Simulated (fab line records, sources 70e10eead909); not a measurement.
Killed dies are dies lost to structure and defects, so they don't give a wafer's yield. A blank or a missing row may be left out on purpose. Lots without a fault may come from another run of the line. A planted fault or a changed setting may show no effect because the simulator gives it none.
Chamber matching | flow nand_harc | NHARC_THIN_TSV_DEP_47 on pecvd-01: 3 sister chambers
The step deposits SiO2, target thk 200 nm. 3 wafers are shown with their chamber, then 7 later ones without.

WAFERS WITH THEIR CHAMBER
wafer  | chamber | throttle_valve_pct (%)
L411.2 | 2       | 15.9
L414.1 | 1       | 15.4
L414.2 | 0       | 15.9

WAFERS WITHOUT THEIR CHAMBER
wafer  | throttle_valve_pct (%)
L414.3 | 15.6
L415.2 | 15.5
L415.5 | 15.7
L415.6 | 16.0
L416.1 | 16.1
L416.3 | 15.9
L416.5 | 15.3

WHICH CHAMBER EACH WENT THROUGH
wafer  | from the rows above          | in truth
L414.3 | can't be placed: 1 or 0 or 2 | 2
L415.2 | 1                            | 1
L415.5 | can't be placed: 0 or 2 or 1 | 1
L415.6 | can't be placed: 0 or 2      | 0
L416.1 | can't be placed: 0 or 2      | 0
L416.3 | can't be placed: 0 or 2      | 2
L416.5 | 1                            | 1
Placed correctly: 2 of 7. Can't be placed from these rows: 5 (the true chamber is among the candidates in 5). Placed wrongly: 0.
How it was worked out, from the rows above alone: a wafer's distance from a chamber is the root of the sum, over the readings, of the square of ((its reading less the chamber's mean) divided by the reading's scatter). The wafer belongs to the nearest chamber; if the next one is less than 2 further off, it can't be placed. A chamber's mean is the mean of its shown wafers. The scatter: with one shown wafer a chamber, the root of the mean of the squares of how far each hidden wafer lies from its nearest shown one.
